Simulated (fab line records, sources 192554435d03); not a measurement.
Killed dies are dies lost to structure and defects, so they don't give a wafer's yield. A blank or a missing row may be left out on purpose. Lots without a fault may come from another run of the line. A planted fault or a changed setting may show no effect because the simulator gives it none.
fab line records | flow n5_finfet
record lots=8 wafers=24 last_day=16
route steps=1938 shown GATE_CUT@499 MOL_CONTACT_COAG@523 BEOL_M4@1111 PASSIVATION@1936
lots that met no fault: from a run of the same line without faults
start_h: hours from the record's first day to the start of the lot's first wafer shown | wait_h: hours since the lot's step before | " the same as in the row above | L1.1+2: a row that stands for several wafers | - no value, or no start given | * or withheld: withheld | < > ~ a bound
route shown NAME@n: a module of which the file shows steps, and the number in the route of the first | usual: mean/standard deviation of fault-free wafers | same: alike in all rows | chamber/n: place in a boat | sites: the reading at each site | _std_site: their standard deviation | _edge_site: outer sites' mean less inner sites' | radius_mm: how far each site lies from the wafer's centre | mask NAME#n: copy n | behind: the tool/chamber that last shaped the wafer | hold: why the lot was held/for how many hours/how that ended | device: the transistor (n, p or np) that didn't switch | end of line: the same wafers' tests at the end of the route | a step without rows: its recipe alone | killed: dies lost to structure and defects at the first sort, not the wafer's yield | map: a wafer's dies, x killed, . not, _ none there
set.NAME: the setting as run; set.NAME@STEP: as run at that earlier step | model.NAME: the simulator's own value behind a step, which no gauge read
steps of the route over a sample of lots; a table a step, a row a wafer
services: from which hour (start_h, from the record's first day; less than 0 if before it) a tool's chamber was out of use, for how many hours, and why
## steps
# step N5_GATE_CUT_ETCH_19
# recipe chemistry=CH3F/O2 target=SiNx mask_material=SiO2 target_depth_a=537 time_s=76.7 pressure_mtorr=30 source_w=395 bias_w=73 Ar_flow_sccm=150 CH3F_flow_sccm=30 O2_flow_sccm=20 ion_energy_ev=120 ends=cleared
# usual bias_w=72.99/0.21 drypump_motor_current_A=5.8/0.4 etch_rf_on_time_s=77.0/1 mfc_ar_sccm=150.0/0.45 oes_f_703_au=0.75/0.05 oes_product_au=0.65/0.047 rf_vpp_V=297/3.9 showerhead_plenum_p_Torr=2.00/0.055 throttle_valve_pct=16.43/0.15
# columns lot.wafer tool chamber start_h wait_h bias_w drypump_motor_current_A etch_rf_on_time_s mfc_ar_sccm oes_f_703_au oes_product_au rf_hours_counter_h rf_vpp_V showerhead_plenum_p_Torr throttle_valve_pct
L233.1 rie_diel-05 0 93.12 0.0 73.08 6.1 76.2 150.4 0.88 0.74 38 298 2.03 16.36
L233.3 " 1 " " 73.03 6.3 79.5 150.5 0.71 0.59 204 288 2.07 16.31
L233.5 " 3 " " 73.02 6.1 75.3 150.1 0.82 0.70 - 294 1.95 16.27
L235.2 rie_diel-04 3 101.24 0.0 73.01 5.3 77.5 149.9 0.71 0.60 227 301 1.99 16.20
L235.5 " 3 " " 72.52 5.3 77.5 149.8 0.72 0.60 - 300 1.99 16.21
L235.6 " 0 " " 73.08 5.2 77.5 150.8 0.72 0.62 - 300 1.92 16.47
L242.2 rie_diel-05 0 146.99 0.0 73.08 6.1 75.5 150.1 0.85 0.73 55 298 2.02 16.38
L242.5 " 0 " " 72.90 6.1 74.9 150.1 0.85 0.73 - 299 2.02 16.38
L242.6 " 3 " " 73.19 6.1 75.5 149.9 0.81 0.69 - 295 1.94 16.30
L243.1 rie_diel-05 2 153.55 0.0 73.01 5.3 79.1 150.9 0.74 0.61 179 292 2.08 16.27
L243.4 " 3 " " 72.93 6.2 76.3 149.8 0.81 0.68 - 295 1.94 16.30
L243.5 " 0 " " 72.70 6.1 76.4 150.7 0.85 0.71 - 300 2.02 16.39
L244.2 rie_diel-02 1 157.57 0.0 72.98 6.0 76.3 150.0 0.77 0.66 105 296 1.93 16.63
L244.4 " 0 " " 72.79 5.8 77.2 150.4 0.70 0.62 - 302 1.98 16.57
L244.6 " 1 " " 73.14 6.0 77.2 149.3 0.77 0.66 - 298 1.93 16.63
L246.1 rie_diel-02 1 170.93 0.0 72.87 6.0 76.0 149.7 0.77 0.66 110 298 1.93 16.62
L246.2 " 0 " " 72.70 5.8 76.6 149.8 0.71 0.63 204 301 1.98 16.58
L246.4 " 3 " " 72.71 5.8 76.9 149.8 0.71 0.61 221 294 1.99 16.26
L249.3 rie_diel-05 0 187.90 0.0 73.11 6.1 76.2 150.9 0.84 0.70 68 298 2.02 16.42
L249.4 " 1 " " 73.05 6.3 78.8 149.8 0.69 0.58 228 288 2.06 16.35
L249.6 " 2 " " 73.02 5.3 79.5 150.0 0.74 0.60 - 291 2.07 16.29
L252.2 rie_diel-04 0 206.30 0.0 72.98 5.2 77.9 150.2 0.70 0.60 202 299 1.91 16.52
L252.3 " 1 " " 72.86 5.2 78.1 150.0 0.82 0.73 47 302 2.04 16.36
L252.4 " 1 " " 72.80 5.2 78.2 150.4 0.82 0.72 - 303 2.04 16.36
# step N5_GATE_CUT_CMP_61
# recipe stop_on=SiNx t_overpolish_s=3 post_cmp_clean=alkaline_brush down_force_psi=4 platen_rpm=27.09 pad_velocity_m_s=0.539
# usual motor_current_A=12.0/1.1 platen_rpm=27.090/0.017 slurry_flow_ml_min=150.0/0.46
# columns lot.wafer tool chamber start_h wait_h motor_current_A platen_rpm slurry_flow_ml_min
L233.1 cmp-04 2 96.75 0.4 11.0 27.082 149.9
L233.3 " 3 " " 13.9 27.069 149.0
L233.5 " 2 " " 11.3 27.100 150.1
L235.2 cmp-03 0 104.22 0.2 12.2 27.095 149.4
L235.6 " 1 " " 10.6 27.082 150.2
L235.5 " 2 " " 13.0 27.112 150.5
L242.2 cmp-04 3 149.87 0.3 13.3 27.103 150.0
L242.6 " 2 " " 11.2 27.099 150.4
L242.5 " 3 " " 13.3 27.081 150.1
L243.4 cmp-02 0 156.40 0.4 12.1 27.105 149.7
L243.1 " 2 " " 11.5 27.081 149.9
L243.5 " 0 " " 12.0 27.097 150.1
L244.4 cmp-03 1 160.48 0.3 10.7 27.108 149.5
L244.2 " 2 " " 13.1 27.085 149.3
L244.6 " 0 " " 12.2 27.081 149.3
L246.4 cmp-02 0 173.78 0.4 12.2 27.086 149.7
L246.2 " 1 " " 12.4 27.083 149.8
L246.1 " 3 " " 12.9 27.080 149.6
L249.4 cmp-03 1 194.26 0.4 11.1 27.094 150.2
L249.3 " 2 " " 13.2 27.103 150.5
L249.6 " 2 " " 13.3 27.107 151.1
L252.2 cmp-04 2 209.18 0.4 11.1 27.100 150.2
L252.4 " 3 " " 14.3 27.089 149.2
L252.3 " 1 " " 11.8 27.109 150.2
# step N5_MOL_CONTACT_COAG_EXPOSE_05
# recipe mask_id=CA na=0.33 source_shape=annular sigma_inner=0.4 sigma_outer=0.8 polarization=unpolarized defocus_nm=0 dose_mj=38.25
# usual exposure_dose_mJ_cm2=38.19/0.045
# columns lot.wafer tool chamber start_h wait_h mask exposure_dose_mJ_cm2
L233.1 euv_scanner-01 0 97.27 - CA#0 38.16
L233.3 " 0 " " CA#0 38.21
L233.5 " 0 " " CA#0 38.24
L235.2 euv_scanner-01 0 104.66 - CA#0 38.19
L235.5 " 0 " " CA#0 38.13
L235.6 " 0 " " CA#0 38.19
L242.2 euv_scanner-02 0 150.25 - CA#0 38.18
L242.5 " 0 " " CA#0 38.23
L242.6 " 0 " " CA#0 38.16
L243.1 euv_scanner-01 0 157.05 - CA#0 36.60
L243.4 " 0 " " CA#0 36.54
L243.5 " 0 " " CA#0 36.59
L244.2 euv_scanner-01 0 160.87 - CA#0 36.91
L244.4 " 0 " " CA#0 36.96
L244.6 " 0 " " CA#0 36.83
L246.1 euv_scanner-02 0 174.30 - CA#0 38.24
L246.2 " 0 " " CA#0 38.18
L246.4 " 0 " " CA#0 38.24
L249.3 euv_scanner-02 0 194.67 - CA#0 38.25
L249.4 " 0 " " CA#0 38.19
L249.6 " 0 " " CA#0 38.23
L252.2 euv_scanner-02 0 209.71 - CA#0 38.22
L252.3 " 0 " " CA#0 38.14
L252.4 " 0 " " CA#0 38.16
# step N5_MOL_CONTACT_COAG_CD_MEAS_08
# recipe target_cd_nm=28 landing_energy_ev=500 detector=se_inlens polarity=opening
# usual cd_nm=28.01/0.23
# columns lot.wafer tool chamber start_h wait_h cd_nm
L233.1 cd_sem-03 0 97.41 - 28.51
L233.3 " 0 " " 28.28
L233.5 " 0 " " 27.85
L235.2 cd_sem-01 0 104.78 - 28.02
L235.5 " 0 " " 27.94
L235.6 " 0 " " 28.30
L242.2 cd_sem-01 0 150.37 - 27.98
L242.5 " 0 " " 27.82
L242.6 " 0 " " 28.23
L243.1 cd_sem-02 0 157.18 - 27.08
L243.4 " 0 " " 27.04
L243.5 " 0 " " 27.02
L244.2 cd_sem-03 0 160.99 - 27.03
L244.4 " 0 " " 26.73
L244.6 " 0 " " 27.09
L246.1 cd_sem-02 0 174.43 - 28.04
L246.2 " 0 " " 27.93
L246.4 " 0 " " 27.75
L249.3 cd_sem-03 0 194.79 - 27.55
L249.4 " 0 " " 28.17
L249.6 " 0 " " 27.94
L252.2 cd_sem-02 0 209.83 - 27.72
L252.3 " 0 " " 28.46
L252.4 " 0 " " 27.82
# step N5_MOL_CONTACT_COAG_ETCH_106
# recipe chemistry=N2/H2 target=SOC target_depth_a=800 overetch_a=160 mask_material=SiARC temp_c=40 time_s=120 ion_energy_ev=200 pressure_mtorr=30 source_w=840 bias_w=150 n2_flow_sccm=200 h2_flow_sccm=200
# usual bias_w=150.0/0.41 drypump_motor_current_A=5.5/0.49 oes_product_au=0.71/0.064 rf_vpp_V=524.1/2.6 showerhead_plenum_p_Torr=2.56/0.092 throttle_valve_pct=17.88/0.23
# columns lot.wafer tool chamber start_h wait_h bias_w drypump_motor_current_A oes_product_au rf_hours_counter_h rf_vpp_V showerhead_plenum_p_Torr throttle_valve_pct
L233.1 rie_diel-01 3 98.48 0.0 150.6 6.5 0.81 21 528.1 2.71 17.47
L233.3 " 0 " " 150.0 5.6 0.66 184 524.2 2.52 17.92
L233.5 " 2 " " 150.0 5.1 0.73 - 526.4 2.68 18.09
L235.2 rie_diel-03 1 104.98 0.0 150.4 4.8 0.75 72 522.0 2.46 17.35
L235.5 " 3 " " 150.2 5.8 0.61 - 525.7 2.59 18.09
L235.6 " 2 " " 150.5 5.8 0.65 - 520.6 2.42 17.94
L242.2 rie_diel-01 2 150.58 0.0 150.1 5.1 0.72 99 529.0 2.68 18.13
L242.5 " 0 " " 150.3 5.6 0.66 - 524.5 2.51 17.95
L242.6 " 2 " " 149.8 5.1 0.72 - 527.8 2.68 18.14
L243.1 rie_diel-01 0 157.39 0.0 150.9 5.6 0.65 204 524.1 2.51 17.97
L243.4 " 3 " " 150.1 6.5 0.77 - 528.7 2.70 17.52
L243.5 " 2 " " 150.3 5.1 0.72 - 525.7 2.68 18.15
L244.2 rie_diel-01 2 161.20 0.0 150.3 5.1 0.71 103 527.4 2.68 18.14
L244.4 " 0 " " 149.1 5.7 0.66 206 523.2 2.51 17.96
L244.6 " 1 " " 149.8 5.8 0.89 - 522.5 2.50 17.66
L246.1 rie_diel-01 1 175.08 0.0 149.5 5.7 0.86 5 523.1 2.50 17.68
L246.2 " 2 " " 150.1 5.1 0.70 109 526.5 2.67 18.14
L246.4 " 0 " " 149.7 5.7 0.65 210 522.6 2.50 17.97
L249.3 rie_diel-01 1 195.02 0.0 150.0 5.8 0.83 12 520.8 2.49 17.69
L249.4 " 2 " " 149.7 5.1 0.70 117 526.6 2.67 18.16
L249.6 " 1 " " 150.1 5.7 0.83 - 522.1 2.49 17.67
L252.2 rie_diel-03 0 210.43 0.0 150.5 6.3 0.62 230 525.6 2.62 18.12
L252.3 " 3 " " 150.1 5.8 0.82 26 526.5 2.58 17.71
L252.4 " 2 " " 150.4 5.8 0.63 221 520.1 2.41 18.03
# step N5_MOL_CONTACT_COAG_CD_MEAS_99
# recipe target_cd_nm=17.2 polarity=opening
# usual cd_nm=17.2/0.34
# columns lot.wafer tool chamber start_h wait_h cd_nm
L233.1 cd_sem-01 - 98.80 - 17.9
L233.3 " - " " 17.6
L233.5 " - " " 17.4
L235.2 cd_sem-02 - 105.30 - 17.0
L235.5 " - " " 17.5
L235.6 " - " " 17.9
L242.2 cd_sem-02 - 150.89 - 17.4
L242.5 " - " " 17.6
L242.6 " - " " 17.7
L243.1 cd_sem-01 - 157.70 - 16.2
L243.4 " - " " 16.3
L243.5 " - " " 15.8
L244.2 cd_sem-02 - 161.51 - 16.2
L244.4 " - " " 16.2
L244.6 " - " " 16.5
L246.1 cd_sem-02 - 175.39 - 17.3
L246.2 " - " " 17.0
L246.4 " - " " 17.7
L249.3 cd_sem-02 - 195.33 - 17.5
L249.4 " - " " 17.0
L249.6 " - " " 16.9
L252.2 cd_sem-03 - 210.74 - 16.7
L252.3 " - " " 17.5
L252.4 " - " " 17.2
# step N5_BEOL_M4_RC_MEAS_101
# usual DIBL_N=36.3/1.7 DIBL_P=36.5/1.8 IOFF_N=0.16/0.033 IOFF_P=0.21/0.037 ION_N=675/11 ION_P=462/7.9 RC_DENSE_N=19.0/0.47 RC_DENSE_P=23.8/0.64 RC_N=15.5/0.38 RC_P=19.4/0.5 SS_N=71.6/0.64 SS_P=73.3/0.68 VT_N=249/3.3 VT_P=-250/3.3
# columns lot.wafer tool chamber start_h wait_h DIBL_N[mV/V] DIBL_P[mV/V] IOFF_N[nA/um] IOFF_P[nA/um] ION_N[uA/um] ION_P[uA/um] RC_DENSE_N[ohm.um] RC_DENSE_P[ohm.um] RC_N[ohm.um] RC_P[ohm.um] SS_N[mV/dec] SS_P[mV/dec] VT_N[mV] VT_P[mV]
L233.1 prober-02 0 179.55 0.0 33.6 34.1 0.14 0.21 673 467 18.4 23.5 15.2 18.8 71.1 73.2 248 -248
L233.3 " 0 " " 36.4 37.0 0.18 0.25 679 468 18.7 23.3 15.2 19.1 72.3 73.4 250 -249
L233.5 " 0 " " 35.8 36.4 0.17 0.24 676 467 19.2 23.7 15.3 19.4 71.8 73.1 249 -246
L235.2 prober-01 0 181.49 0.2 35.7 36.1 0.15 0.18 682 467 18.9 23.5 15.5 19.2 71.0 73.3 251 -251
L235.5 " 0 " " 33.6 33.4 0.11 0.14 681 462 18.3 22.7 15.1 18.8 71.0 72.8 255 -257
L235.6 " 0 " " 36.1 36.5 0.14 0.18 677 463 18.0 22.4 14.7 18.3 71.5 73.3 253 -253
L242.2 prober-01 0 223.35 0.2 34.9 35.2 0.15 0.22 679 467 18.3 23.2 15.0 18.8 71.0 73.7 249 -250
L242.5 " 0 " " 35.6 36.8 0.16 0.23 675 467 18.6 23.1 15.2 19.2 71.6 74.1 249 -248
L242.6 " 0 " " 33.3 33.1 0.12 0.19 690 479 18.7 23.5 15.3 19.2 70.1 72.8 254 -249
L243.1 prober-01 0 225.25 0.0 35.8 36.3 0.16 0.20 682 463 20.7 26.3 17.0 21.5 71.3 72.9 249 -251
L243.4 " 0 " " 35.6 34.7 0.15 0.17 663 449 20.3 25.6 16.6 20.6 71.1 72.7 249 -253
L243.5 " 0 " " 34.2 33.9 0.13 0.17 655 447 21.0 26.5 17.0 21.5 71.1 72.1 251 -253
L244.2 prober-02 0 231.18 0.2 37.2 37.8 0.19 0.25 683 471 20.7 25.8 16.7 21.1 72.0 72.9 246 -244
L244.4 " 0 " " 37.7 39.0 0.19 0.27 673 465 20.2 25.5 16.3 20.7 72.6 73.8 246 -247
L244.6 " 0 " " 35.5 36.4 0.16 0.23 682 474 20.6 25.8 16.7 20.8 71.1 73.1 249 -248
L246.1 prober-01 0 253.69 0.0 35.8 36.1 0.17 0.27 673 471 19.5 24.7 15.9 20.0 71.4 73.0 247 -244
L246.2 " 0 " " 39.6 39.5 0.23 0.32 683 470 19.7 24.7 16.2 20.3 71.9 73.3 245 -241
L246.4 " 0 " " 36.3 36.7 0.17 0.27 690 478 18.9 23.8 15.5 19.6 71.5 72.8 247 -243
L249.3 prober-02 0 264.16 0.3 37.3 35.4 0.16 0.22 675 466 19.4 24.1 15.9 19.8 71.4 72.8 247 -246
L249.4 " 0 " " 35.6 34.2 0.15 0.22 703 481 18.5 22.9 14.9 18.6 71.4 72.5 246 -244
L249.6 " 0 " " 35.4 34.3 0.14 0.21 677 469 19.2 23.5 15.6 19.2 71.2 72.8 249 -245
L252.2 prober-02 0 288.09 0.2 33.4 33.1 0.13 0.17 682 465 19.8 24.3 16.0 19.8 71.4 72.7 251 -254
L252.3 " 0 " " 35.3 34.8 0.16 0.19 677 462 19.1 23.6 15.5 19.3 71.3 73.6 247 -251
L252.4 " 0 " " 34.3 33.9 0.14 0.18 672 459 17.9 22.2 14.6 18.4 71.9 73.2 250 -252
# step N5_PASSIVATION_PROBE_49
# usual defect_limited_yield=91.3/1.5 killed_at_M0_to_M3=34/9.4 killed_at_M4_up=13/5.3 killed_at_contacts=13/5.7 killed_at_front_end=40/10 killed_at_other=3.7/2.8 killed_dies=103/17 killed_on_rim=13/4.2 killed_open=67/13 killed_short=35/8.5 sort_bin_5_function=5.0/0.98 sort_bin_6_memory=3.3/0.7 sort_n_pass=1077/17 sort_yield_pct=91.3/1.5
# same gross_dies=1180 killed_at_back_side=0 sort_bin_4_leakage[%]=0 sort_bin_8_speed[%]=0
# columns lot.wafer tool chamber start_h wait_h defect_limited_yield[%] killed_at_M0_to_M3 killed_at_M4_up killed_at_contacts killed_at_front_end killed_at_other killed_dies killed_on_rim killed_open killed_short sort_bin_5_function[%] sort_bin_6_memory[%] sort_n_pass sort_yield_pct[%]
L246.1 prober-02 - 353.17 0.0 89.3 44 12 14 53 3 126 14 84 42 5.8 4.4 1054 89.3
L246.2 prober-02 - 353.22 0.1 89.1 52 14 6 52 5 129 14 84 45 6.6 4.0 1051 89.1
L246.4 prober-02 - 353.32 0.2 92.7 31 10 13 32 0 86 15 45 41 3.8 3.3 1094 92.7
# killed by level:class
L246.1 FIN_SAQP:geometric_particle:open=19 MOL_CONTACT_COAG:geometric_particle:open=14 STI_FIN_REVEAL:geometric_particle:open=11 FIN_SAQP:geometric_particle:short=8 BEOL_M0_SAQP:geometric_particle:open=8 BEOL_M0_SAQP:geometric_particle:short=8 BEOL_M3:geometric_particle:open=6 BEOL_M3:geometric_particle:short=5
L246.2 FIN_SAQP:geometric_particle:open=16 BEOL_M2:geometric_particle:open=14 FIN_SAQP:geometric_particle:short=12 BEOL_M0_SAQP:geometric_particle:open=10 BEOL_M1:geometric_particle:open=10 BEOL_M0_SAQP:geometric_particle:short=6 BEOL_M4:geometric_particle:open=6 MOL_CONTACT_COAG:geometric_particle:open=5
L246.4 MOL_CONTACT_COAG:geometric_particle:open=9 FIN_SAQP:geometric_particle:short=8 FIN_SAQP:geometric_particle:open=7 BEOL_M0_SAQP:geometric_particle:short=7 BEOL_M1:geometric_particle:open=6 MOL_CONTACT_COAG:geometric_particle:short=4 BEOL_M0_SAQP:geometric_particle:open=4 BEOL_M2:geometric_particle:short=4
## services
# columns tool chamber start_h hours kind
rie_diel-05 1 75.65 12.2 repair
euv_scanner-01 - 93.55 0.3 repair
euv_scanner-02 - 99.97 1.0 pm
rie_diel-04 3 102.34 4.6 repair
rie_diel-02 2 104.30 10.3 repair
rie_diel-05 3 106.16 6.8 repair
cmp-02 - 111.91 0.3 repair
euv_scanner-01 - 112.98 1.0 pm
cmp-02 - 119.22 4.0 pm
cmp-04 - 131.04 0.9 repair
rie_diel-05 1 139.32 17.3 repair
rie_diel-03 2 140.46 3.9 repair
euv_scanner-01 - 140.87 2.1 repair
rie_diel-02 3 143.02 4.5 repair
rie_diel-04 0 150.47 3.8 repair
cmp-02 - 152.72 2.9 repair
rie_diel-02 3 155.23 9.1 repair
euv_scanner-02 - 156.12 1.0 pm
euv_scanner-01 - 169.13 1.0 pm
rie_diel-04 2 180.80 8.5 repair
cmp-03 - 185.30 6.0 repair
rie_diel-03 0 187.82 10.9 repair
rie_diel-02 - 189.99 2.8 pm
euv_scanner-01 - 208.25 1.9 repair
## key
first_sign step=N5_MOL_CONTACT_COAG_EXPOSE_05 reading=exposure_dose_mJ_cm2 direction=down sigmas=33 usual=38.19 struck=36.74
effect step=N5_MOL_CONTACT_COAG_CD_MEAS_08 reading=cd_nm direction=down sigmas=4.4 usual=28.01 struck=27.00 through=control_loop
effect step=N5_MOL_CONTACT_COAG_CD_MEAS_99 reading=cd_nm direction=down sigmas=3.1 usual=17.2 struck=16.2 through=control_loop
effect step=N5_BEOL_M4_RC_MEAS_101 reading=RC_DENSE_N direction=up sigmas=3.4 usual=19.0 struck=20.6
effect step=N5_BEOL_M4_RC_MEAS_101 reading=RC_DENSE_P direction=up sigmas=3.3 usual=23.8 struck=25.9
effect step=N5_BEOL_M4_RC_MEAS_101 reading=RC_P direction=up sigmas=3.3 usual=19.4 struck=21.0
effect step=N5_BEOL_M4_RC_MEAS_101 reading=RC_N direction=up sigmas=3.2 usual=15.5 struck=16.7
met_at N5_MOL_CONTACT_COAG_EXPOSE_05
struck_lots L243,L244
loop_trim step=N5_MOL_CONTACT_COAG_EXPOSE_05 setting=dose lots=L244
not_acting_at N5_GATE_CUT_ETCH_19,N5_GATE_CUT_CMP_61,N5_MOL_CONTACT_COAG_ETCH_106
onset_between 104.66 157.05
fault kind=process_parameter_drift tool=euv_scanner-01 chamber=- onset_h=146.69 steps=N5_MOL_CONTACT_COAG_EXPOSE_05 channel=dose_mj offset=-1.5695 shape=step acts_in=these_recipes_only stated=38.25
# loop_trim: a control loop set the setting to another value than it would have without faults
